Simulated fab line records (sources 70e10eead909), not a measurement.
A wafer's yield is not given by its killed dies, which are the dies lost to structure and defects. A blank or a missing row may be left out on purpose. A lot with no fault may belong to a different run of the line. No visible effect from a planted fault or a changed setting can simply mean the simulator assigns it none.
fab line records :: flow nand-harc
[record]
  lots = 6
  wafers = 18
  last-day = 23
route steps=1159 shown A_SOURCE_PLATE@414 A_ONON_D1@424 END@1159
lots with no fault: from the same line, run without faults
start-h: start of the lot's first displayed wafer, in hours after the record's first day :: wait-h: hours elapsed since this lot's preceding step :: " the same as in the row above :: L1.1+2: several wafers, shown together as one row :: - no value present, or no start provided :: * or withheld: withheld :: < > ~ a bound
route shown NAME@n: NAME is a module with steps in the file, n the number in the route of the first one :: usual: the fault-free wafers' mean and standard deviation :: same: alike in all rows :: chamber/n: place in a boat :: sites: each site's reading :: _std_site: standard deviation across them :: _edge_site: outer sites' mean less inner sites' :: radius-mm: for every site, how far away it sits from the centre of the wafer :: mask NAME#n: copy n :: behind: tool/chamber where the wafer was last shaped :: hold: why the lot was held/for how many hours/how that ended :: device: names the non-switching transistor (n, p or np) :: end of line: the route-end tests of the same wafers :: a step with no rows: only its recipe :: killed: not the wafer's yield, but the dies lost to structure and defects at the first sort :: map: a wafer's dies, x killed, . not, _ none there
set.NAME: the setting as run; set.NAME@STEP: as run at that earlier step :: model.NAME: the simulator's own value behind a step, which no gauge read
lots seen at some steps along the route; tables by step, rows by wafer
services: the hour from which a tool's chamber was out of use, counted from the record's first day as start-h (under 0 if before that day), plus the number of hours and why
[[steps]]
[step NHARC_A_SOURCE_PLATE_SRD_01]
[step NHARC_A_SOURCE_PLATE_OXIDE_02]
[recipe]
  target-thk-a = 100
  temp-c = 900
  ox-time-s = 1362
  material = SiO2
[step NHARC_A_SOURCE_PLATE_THK_MEAS_09]
[recipe]
  thk-meas-gauge = ellipsometry
[usual]
  thk-nm = 9.7/0.95
lot.wafer: L390.1
tool: film-metro-01
chamber: -
start-h: 149.44
wait-h: 0.4
thk-nm: 10.6

lot.wafer: L390.5
tool: film-metro-01
chamber: -
start-h: 149.44
wait-h: 0.4
thk-nm: 9.3

lot.wafer: L390.6
tool: film-metro-01
chamber: -
start-h: 149.44
wait-h: 0.4
thk-nm: 9.4

lot.wafer: L394.3
tool: film-metro-01
chamber: -
start-h: 179.73
wait-h: 0.4
thk-nm: 9.9

lot.wafer: L394.4
tool: film-metro-01
chamber: -
start-h: 179.73
wait-h: 0.4
thk-nm: 9.9

lot.wafer: L394.6
tool: film-metro-01
chamber: -
start-h: 179.73
wait-h: 0.4
thk-nm: 8.8

lot.wafer: L401.2
tool: film-metro-01
chamber: -
start-h: 216.97
wait-h: 0.4
thk-nm: 10.5

lot.wafer: L401.4
tool: film-metro-01
chamber: -
start-h: 216.97
wait-h: 0.4
thk-nm: 9.5

lot.wafer: L401.5
tool: film-metro-01
chamber: -
start-h: 216.97
wait-h: 0.4
thk-nm: 8.3

lot.wafer: L404.1
tool: film-metro-01
chamber: -
start-h: 238.96
wait-h: 0.4
thk-nm: 10.9

lot.wafer: L404.4
tool: film-metro-01
chamber: -
start-h: 238.96
wait-h: 0.4
thk-nm: 9.6

lot.wafer: L404.6
tool: film-metro-01
chamber: -
start-h: 238.96
wait-h: 0.4
thk-nm: 8.7

lot.wafer: L405.2
tool: film-metro-02
chamber: -
start-h: 238.96
wait-h: 0.4
thk-nm: 9.6

lot.wafer: L405.5
tool: film-metro-02
chamber: -
start-h: 238.96
wait-h: 0.4
thk-nm: 11.7

lot.wafer: L405.6
tool: film-metro-02
chamber: -
start-h: 238.96
wait-h: 0.4
thk-nm: 8.3

lot.wafer: L407.1
tool: film-metro-02
chamber: -
start-h: 251.24
wait-h: 0.4
thk-nm: 11.0

lot.wafer: L407.2
tool: film-metro-02
chamber: -
start-h: 251.24
wait-h: 0.4
thk-nm: 9.0

lot.wafer: L407.4
tool: film-metro-02
chamber: -
start-h: 251.24
wait-h: 0.4
thk-nm: 10.1
[step NHARC_A_SOURCE_PLATE_PVD_04]
[recipe]
  target-thk-a = 500
  material = WSi2
[step NHARC_A_SOURCE_PLATE_CVD_03]
[recipe]
  target-thk-a = 2000
  temp-c = 620
  pressure-mtorr = 200
  time-s = 4000
  material = poly-Si
[step NHARC_A_SOURCE_PLATE_ANNEAL_05]
[recipe]
  temp-c = 850
  time-s = 1800
[step NHARC_A_SOURCE_PLATE_THK_MEAS_06]
[recipe]
  thk-meas-gauge = ellipsometry
[usual]
  thk-nm = 199.8/2.1
lot.wafer: L390.1
tool: film-metro-02
chamber: -
start-h: 163.14
wait-h: 0.4
thk-nm: 199.1

lot.wafer: L390.5
tool: film-metro-02
chamber: -
start-h: 163.14
wait-h: 0.4
thk-nm: 196.7

lot.wafer: L390.6
tool: film-metro-02
chamber: -
start-h: 163.14
wait-h: 0.4
thk-nm: 200.5

lot.wafer: L394.3
tool: film-metro-01
chamber: -
start-h: 193.40
wait-h: 0.4
thk-nm: 202.0

lot.wafer: L394.4
tool: film-metro-01
chamber: -
start-h: 193.40
wait-h: 0.4
thk-nm: 201.3

lot.wafer: L394.6
tool: film-metro-01
chamber: -
start-h: 193.40
wait-h: 0.4
thk-nm: 201.3

lot.wafer: L401.2
tool: film-metro-01
chamber: -
start-h: 230.12
wait-h: 0.4
thk-nm: 197.3

lot.wafer: L401.4
tool: film-metro-01
chamber: -
start-h: 230.12
wait-h: 0.4
thk-nm: 199.5

lot.wafer: L401.5
tool: film-metro-01
chamber: -
start-h: 230.12
wait-h: 0.4
thk-nm: 200.7

lot.wafer: L405.2
tool: film-metro-02
chamber: -
start-h: 252.03
wait-h: 0.4
thk-nm: 199.9

lot.wafer: L405.5
tool: film-metro-02
chamber: -
start-h: 252.03
wait-h: 0.4
thk-nm: 202.2

lot.wafer: L405.6
tool: film-metro-02
chamber: -
start-h: 252.03
wait-h: 0.4
thk-nm: 199.8

lot.wafer: L404.1
tool: film-metro-01
chamber: -
start-h: 252.04
wait-h: 0.4
thk-nm: 200.1

lot.wafer: L404.4
tool: film-metro-01
chamber: -
start-h: 252.04
wait-h: 0.4
thk-nm: 199.2

lot.wafer: L404.6
tool: film-metro-01
chamber: -
start-h: 252.04
wait-h: 0.4
thk-nm: 198.8

lot.wafer: L407.1
tool: film-metro-02
chamber: -
start-h: 264.49
wait-h: 0.4
thk-nm: 198.9

lot.wafer: L407.2
tool: film-metro-02
chamber: -
start-h: 264.49
wait-h: 0.4
thk-nm: 198.4

lot.wafer: L407.4
tool: film-metro-02
chamber: -
start-h: 264.49
wait-h: 0.4
thk-nm: 199.8
[step NHARC_A_SOURCE_PLATE_INSPECT_08]
[usual]
  raw-defect-count = 62/26
lot.wafer: L390.1
tool: defect-inspect-01
chamber: -
start-h: 163.21
wait-h: 0.0
raw-defect-count: 47

lot.wafer: L390.5
tool: defect-inspect-01
chamber: -
start-h: 163.21
wait-h: 0.0
raw-defect-count: 60

lot.wafer: L390.6
tool: defect-inspect-01
chamber: -
start-h: 163.21
wait-h: 0.0
raw-defect-count: 48

lot.wafer: L394.3
tool: defect-inspect-02
chamber: -
start-h: 193.46
wait-h: 0.0
raw-defect-count: 32

lot.wafer: L394.4
tool: defect-inspect-02
chamber: -
start-h: 193.46
wait-h: 0.0
raw-defect-count: 70

lot.wafer: L394.6
tool: defect-inspect-02
chamber: -
start-h: 193.46
wait-h: 0.0
raw-defect-count: 40

lot.wafer: L401.2
tool: defect-inspect-02
chamber: -
start-h: 230.21
wait-h: 0.0
raw-defect-count: 86

lot.wafer: L401.4
tool: defect-inspect-02
chamber: -
start-h: 230.21
wait-h: 0.0
raw-defect-count: 170

lot.wafer: L401.5
tool: defect-inspect-02
chamber: -
start-h: 230.21
wait-h: 0.0
raw-defect-count: 80

lot.wafer: L405.2
tool: defect-inspect-02
chamber: -
start-h: 252.11
wait-h: 0.0
raw-defect-count: 66

lot.wafer: L405.5
tool: defect-inspect-02
chamber: -
start-h: 252.11
wait-h: 0.0
raw-defect-count: 128

lot.wafer: L405.6
tool: defect-inspect-02
chamber: -
start-h: 252.11
wait-h: 0.0
raw-defect-count: 60

lot.wafer: L404.1
tool: defect-inspect-01
chamber: -
start-h: 252.12
wait-h: 0.1
raw-defect-count: 43

lot.wafer: L404.4
tool: defect-inspect-01
chamber: -
start-h: 252.12
wait-h: 0.1
raw-defect-count: 37

lot.wafer: L404.6
tool: defect-inspect-01
chamber: -
start-h: 252.12
wait-h: 0.1
raw-defect-count: 35

lot.wafer: L407.1
tool: defect-inspect-01
chamber: -
start-h: 264.60
wait-h: 0.0
raw-defect-count: 39

lot.wafer: L407.2
tool: defect-inspect-01
chamber: -
start-h: 264.60
wait-h: 0.0
raw-defect-count: 42

lot.wafer: L407.4
tool: defect-inspect-01
chamber: -
start-h: 264.60
wait-h: 0.0
raw-defect-count: 53
[step NHARC_A_ONON_D1_DEP_00]
[recipe]
  target-thk-a = 10000
  n2-flow-sccm = 2750
  n2o-flow-sccm = 2000
  nh3-flow-sccm = 500
  sih4-flow-sccm = 210
  temp-c = 400
[step NHARC_A_ONON_D1_THK_MEAS_02]
[recipe]
  thk-meas-gauge = ellipsometry
[usual]
  thk-nm = 999/9
lot.wafer: L390.1
tool: film-metro-01
chamber: -
start-h: 163.78
wait-h: -
thk-nm: 985

lot.wafer: L390.5
tool: film-metro-01
chamber: -
start-h: 163.78
wait-h: -
thk-nm: 988

lot.wafer: L390.6
tool: film-metro-01
chamber: -
start-h: 163.78
wait-h: -
thk-nm: 986

lot.wafer: L394.3
tool: film-metro-02
chamber: -
start-h: 194.06
wait-h: -
thk-nm: 1006

lot.wafer: L394.4
tool: film-metro-02
chamber: -
start-h: 194.06
wait-h: -
thk-nm: 1007

lot.wafer: L394.6
tool: film-metro-02
chamber: -
start-h: 194.06
wait-h: -
thk-nm: 1005

lot.wafer: L401.2
tool: film-metro-02
chamber: -
start-h: 230.81
wait-h: -
thk-nm: 1005

lot.wafer: L401.4
tool: film-metro-02
chamber: -
start-h: 230.81
wait-h: -
thk-nm: 1004

lot.wafer: L401.5
tool: film-metro-02
chamber: -
start-h: 230.81
wait-h: -
thk-nm: 1004

lot.wafer: L405.2
tool: film-metro-02
chamber: -
start-h: 252.69
wait-h: -
thk-nm: 1008

lot.wafer: L405.5
tool: film-metro-02
chamber: -
start-h: 252.69
wait-h: -
thk-nm: 1007

lot.wafer: L405.6
tool: film-metro-02
chamber: -
start-h: 252.69
wait-h: -
thk-nm: 1008

lot.wafer: L404.1
tool: film-metro-01
chamber: -
start-h: 252.69
wait-h: -
thk-nm: 996

lot.wafer: L404.4
tool: film-metro-01
chamber: -
start-h: 252.69
wait-h: -
thk-nm: 995

lot.wafer: L404.6
tool: film-metro-01
chamber: -
start-h: 252.69
wait-h: -
thk-nm: 995

lot.wafer: L407.1
tool: film-metro-01
chamber: -
start-h: 265.18
wait-h: -
thk-nm: 1004

lot.wafer: L407.2
tool: film-metro-01
chamber: -
start-h: 265.18
wait-h: -
thk-nm: 1004

lot.wafer: L407.4
tool: film-metro-01
chamber: -
start-h: 265.18
wait-h: -
thk-nm: 1004
[step NHARC_A_ONON_D1_DEP_03]
[recipe]
  target-thk-a = 10000
  n2-flow-sccm = 2750
  n2o-flow-sccm = 2000
  nh3-flow-sccm = 500
  sih4-flow-sccm = 210
  temp-c = 400
[usual]
  n2-flow-sccm = 2751/8
  n2o-flow-sccm = 2000/6.4
lot.wafer: L390.1
tool: pecvd-onon-04
chamber: 0
start-h: 163.84
wait-h: 0.1
n2-flow-sccm: 2761
n2o-flow-sccm: 2013

lot.wafer: L390.5
tool: pecvd-onon-04
chamber: 0
start-h: 163.84
wait-h: 0.1
n2-flow-sccm: 2755
n2o-flow-sccm: 2004

lot.wafer: L390.6
tool: pecvd-onon-04
chamber: 0
start-h: 163.84
wait-h: 0.1
n2-flow-sccm: 2751
n2o-flow-sccm: 2003

lot.wafer: L394.3
tool: pecvd-onon-02
chamber: 0
start-h: 194.23
wait-h: 0.2
n2-flow-sccm: 2756
n2o-flow-sccm: 2001

lot.wafer: L394.4
tool: pecvd-onon-02
chamber: 0
start-h: 194.23
wait-h: 0.2
n2-flow-sccm: 2753
n2o-flow-sccm: 2000

lot.wafer: L394.6
tool: pecvd-onon-02
chamber: 0
start-h: 194.23
wait-h: 0.2
n2-flow-sccm: 2741
n2o-flow-sccm: 2006

lot.wafer: L401.2
tool: pecvd-onon-04
chamber: 0
start-h: 230.92
wait-h: 0.1
n2-flow-sccm: 2746
n2o-flow-sccm: 2013

lot.wafer: L401.4
tool: pecvd-onon-04
chamber: 0
start-h: 230.92
wait-h: 0.1
n2-flow-sccm: 2745
n2o-flow-sccm: 1996

lot.wafer: L401.5
tool: pecvd-onon-04
chamber: 0
start-h: 230.92
wait-h: 0.1
n2-flow-sccm: 2739
n2o-flow-sccm: 2005

lot.wafer: L404.1
tool: pecvd-onon-02
chamber: -
start-h: 252.75
wait-h: 0.1
n2-flow-sccm: -
n2o-flow-sccm: -

lot.wafer: L404.4
tool: pecvd-onon-02
chamber: -
start-h: 252.75
wait-h: 0.1
n2-flow-sccm: -
n2o-flow-sccm: -

lot.wafer: L404.6
tool: pecvd-onon-02
chamber: -
start-h: 252.75
wait-h: 0.1
n2-flow-sccm: -
n2o-flow-sccm: -

lot.wafer: L405.2
tool: pecvd-onon-01
chamber: -
start-h: 252.80
wait-h: 0.1
n2-flow-sccm: -
n2o-flow-sccm: -

lot.wafer: L405.5
tool: pecvd-onon-01
chamber: -
start-h: 252.80
wait-h: 0.1
n2-flow-sccm: -
n2o-flow-sccm: -

lot.wafer: L405.6
tool: pecvd-onon-01
chamber: -
start-h: 252.80
wait-h: 0.1
n2-flow-sccm: -
n2o-flow-sccm: -

lot.wafer: L407.1
tool: pecvd-onon-02
chamber: 0
start-h: 265.23
wait-h: 0.1
n2-flow-sccm: 2752
n2o-flow-sccm: 2005

lot.wafer: L407.2
tool: pecvd-onon-02
chamber: 0
start-h: 265.23
wait-h: 0.1
n2-flow-sccm: 2757
n2o-flow-sccm: 2003

lot.wafer: L407.4
tool: pecvd-onon-02
chamber: 0
start-h: 265.23
wait-h: 0.1
n2-flow-sccm: 2754
n2o-flow-sccm: 2001
[step NHARC_END_SORT_01]
[recipe]
  temp-c = 25
[usual]
  killed-at-array = 27/9.9
  killed-at-other = 0.5/0.76
  killed-at-periphery = 3.4/2.2
  killed-dies = 31/10
  killed-open = 3.3/2
  killed-short = 2.0/1.5
[same]
  gross-dies = 677
lot.wafer: L404.1
tool: prober-02
chamber: 0
start-h: 531.29
wait-h: 2.5
killed-at-array: 673
killed-at-other: 1
killed-at-periphery: 3
killed-dies: 677
killed-open: 4
killed-short: 3

lot.wafer: L404.4
tool: prober-02
chamber: 0
start-h: 533.68
wait-h: 3.4
killed-at-array: 675
killed-at-other: 1
killed-at-periphery: 1
killed-dies: 677
killed-open: 1
killed-short: 4

lot.wafer: L404.6
tool: prober-02
chamber: 0
start-h: 535.27
wait-h: 4.0
killed-at-array: 672
killed-at-other: 3
killed-at-periphery: 2
killed-dies: 677
killed-open: 4
killed-short: 2

lot.wafer: L405.2
tool: prober-01
chamber: 0
start-h: 532.08
wait-h: 2.8
killed-at-array: 670
killed-at-other: 0
killed-at-periphery: 7
killed-dies: 677
killed-open: 1
killed-short: 2

lot.wafer: L405.5
tool: prober-01
chamber: 0
start-h: 534.51
wait-h: 3.7
killed-at-array: 672
killed-at-other: 0
killed-at-periphery: 5
killed-dies: 677
killed-open: 5
killed-short: 1

lot.wafer: L405.6
tool: prober-01
chamber: 0
start-h: 535.32
wait-h: 4.1
killed-at-array: 669
killed-at-other: 1
killed-at-periphery: 7
killed-dies: 677
killed-open: 5
killed-short: 3
// killed by level:class
L404.1 A_ONON_D1:area-dep=635 A_SLIT:chamber-film-flake=18 A_CHANNEL_HOLE_D1:chamber-film-flake=6 A_STAIRCASE:chamber-film-flake=4 A_CONTACT:geometric-particle:open=2 P_CONTACT:chamber-film-flake=2 A_ZERO_WELL:chamber-film-flake=2 A_CONTACT:chamber-film-flake=2
L405.2 A_ONON_D1:area-dep=637 A_CHANNEL_HOLE_D1:chamber-film-flake=26 P_M0:chamber-film-flake=3 A_CONTACT:chamber-film-flake=3 P_BONDPAD:chamber-film-flake=2 P_M1:geometric-particle:short=1 A_CHANNEL_FILL_D1:geometric-particle:short=1 A_M1:geometric-particle:open=1
L404.4 A_ONON_D1:area-dep=637 A_SLIT:chamber-film-flake=15 A_CHANNEL_HOLE_D1:chamber-film-flake=8 A_CONTACT:chamber-film-flake=5 A_ONON_D1:geometric-particle:short=2 A_STAIRCASE:chamber-film-flake=2 A_SOURCE_PLATE:geometric-particle:short=1 A_CONTACT:geometric-particle:short=1
L405.5 A_ONON_D1:area-dep=641 A_CHANNEL_HOLE_D1:chamber-film-flake=19 A_CONTACT:chamber-film-flake=5 P_ZERO_WELL:chamber-film-flake=2 P_CONTACT:geometric-particle:open=1 A_CHANNEL_FILL_D1:geometric-particle:short=1 A_CHANNEL_FILL_D1:geometric-particle:open=1 A_WL_FILL:geometric-particle:open=1
L404.6 A_ONON_D1:area-dep=641 A_SLIT:chamber-film-flake=14 A_CHANNEL_HOLE_D1:chamber-film-flake=6 A_CONTACT:chamber-film-flake=4 THIN_TSV:chamber-film-flake=3 A_STAIRCASE:chamber-film-flake=2 P_M0:geometric-particle:short=1 P_M0:geometric-particle:open=1
L405.6 A_ONON_D1:area-dep=636 A_CHANNEL_HOLE_D1:chamber-film-flake=21 A_CONTACT:chamber-film-flake=5 P_BONDPAD:chamber-film-flake=3 P_M0:geometric-particle:open=2 A_WL_FILL:geometric-particle:short=2 A_STAIRCASE:geometric-particle:open=1 A_WL_FILL:geometric-particle:open=1
// map L404.1 (x killed, . not)
____________x____________
_________xxxxxxx_________
_______xxxxxxxxxxx_______
______xxxxxxxxxxxxx______
_____xxxxxxxxxxxxxxx_____
____xxxxxxxxxxxxxxxxx____
____xxxxxxxxxxxxxxxxx____
___xxxxxxxxxxxxxxxxxxx___
___xxxxxxxxxxxxxxxxxxx___
__xxxxxxxxxxxxxxxxxxxxx__
__xxxxxxxxxxxxxxxxxxxxx__
_xxxxxxxxxxxxxxxxxxxxxxx_
_xxxxxxxxxxxxxxxxxxxxxxx_
_xxxxxxxxxxxxxxxxxxxxxxx_
_xxxxxxxxxxxxxxxxxxxxxxx_
_xxxxxxxxxxxxxxxxxxxxxxx_
xxxxxxxxxxxxxxxxxxxxxxxxx
xxxxxxxxxxxxxxxxxxxxxxxxx
xxxxxxxxxxxxxxxxxxxxxxxxx
xxxxxxxxxxxxxxxxxxxxxxxxx
xxxxxxxxxxxxxxxxxxxxxxxxx
_xxxxxxxxxxxxxxxxxxxxxxx_
_xxxxxxxxxxxxxxxxxxxxxxx_
_xxxxxxxxxxxxxxxxxxxxxxx_
_xxxxxxxxxxxxxxxxxxxxxxx_
_xxxxxxxxxxxxxxxxxxxxxxx_
__xxxxxxxxxxxxxxxxxxxxx__
__xxxxxxxxxxxxxxxxxxxxx__
___xxxxxxxxxxxxxxxxxxx___
___xxxxxxxxxxxxxxxxxxx___
____xxxxxxxxxxxxxxxxx____
____xxxxxxxxxxxxxxxxx____
_____xxxxxxxxxxxxxxx_____
______xxxxxxxxxxxxx______
_______xxxxxxxxxxx_______
_________xxxxxxx_________
____________x____________
// map L405.2 (x killed, . not)
____________x____________
_________xxxxxxx_________
_______xxxxxxxxxxx_______
______xxxxxxxxxxxxx______
_____xxxxxxxxxxxxxxx_____
____xxxxxxxxxxxxxxxxx____
____xxxxxxxxxxxxxxxxx____
___xxxxxxxxxxxxxxxxxxx___
___xxxxxxxxxxxxxxxxxxx___
__xxxxxxxxxxxxxxxxxxxxx__
__xxxxxxxxxxxxxxxxxxxxx__
_xxxxxxxxxxxxxxxxxxxxxxx_
_xxxxxxxxxxxxxxxxxxxxxxx_
_xxxxxxxxxxxxxxxxxxxxxxx_
_xxxxxxxxxxxxxxxxxxxxxxx_
_xxxxxxxxxxxxxxxxxxxxxxx_
xxxxxxxxxxxxxxxxxxxxxxxxx
xxxxxxxxxxxxxxxxxxxxxxxxx
xxxxxxxxxxxxxxxxxxxxxxxxx
xxxxxxxxxxxxxxxxxxxxxxxxx
xxxxxxxxxxxxxxxxxxxxxxxxx
_xxxxxxxxxxxxxxxxxxxxxxx_
_xxxxxxxxxxxxxxxxxxxxxxx_
_xxxxxxxxxxxxxxxxxxxxxxx_
_xxxxxxxxxxxxxxxxxxxxxxx_
_xxxxxxxxxxxxxxxxxxxxxxx_
__xxxxxxxxxxxxxxxxxxxxx__
__xxxxxxxxxxxxxxxxxxxxx__
___xxxxxxxxxxxxxxxxxxx___
___xxxxxxxxxxxxxxxxxxx___
____xxxxxxxxxxxxxxxxx____
____xxxxxxxxxxxxxxxxx____
_____xxxxxxxxxxxxxxx_____
______xxxxxxxxxxxxx______
_______xxxxxxxxxxx_______
_________xxxxxxx_________
____________x____________
[[services]]
tool: pecvd-onon-01
chamber: -
start-h: 195.03
hours: 13.0
kind: pm

tool: pecvd-onon-02
chamber: -
start-h: 208.27
hours: 11.4
kind: repair

tool: pecvd-onon-04
chamber: -
start-h: 237.09
hours: 13.0
kind: pm
[[key]]
[first-sign]
  step = NHARC_A_ONON_D1_DEP_03
  reading = tool-record
  direction = missing
[effect]
  step = NHARC_END_SORT_01
  reading = killed-at-array
  direction = up
  sigmas = 65
  usual = 27
  struck = 672
[more-kills-born-at]
  NHARC_A_ONON_D1_DEP_03@pecvd-onon-01 = 1914
  NHARC_A_ONON_D1_DEP_03@pecvd-onon-02 = 1913
met-at NHARC_A_ONON_D1_DEP_03
struck-wafers L404.1,L404.4,L404.6,L405.2,L405.5,L405.6
later-rows-left-out L404.1,L404.4,L404.6,L405.2,L405.5,L405.6
tester-left-out L404,L405
onset-between 194.23 252.75
[fault]
  kind = skipped-step-whole
  tool = pecvd-onon-01,pecvd-onon-02
  chamber = -
  onset-h = 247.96
  steps = NHARC_A_ONON_D1_DEP_03
  scope = struck-lots-only
// tester-left-out: of these lots the tester's yield and bins aren't shown, on N5 and GAA mostly nor the transistor test; their killed dies are dies lost to structure and defects alone, not to doping, threshold or leakage, so they don't give the yield
// later-rows-left-out: the simulator's readings of these wafers behind a module that went badly wrong aren't trusted and aren't shown, but for the sort
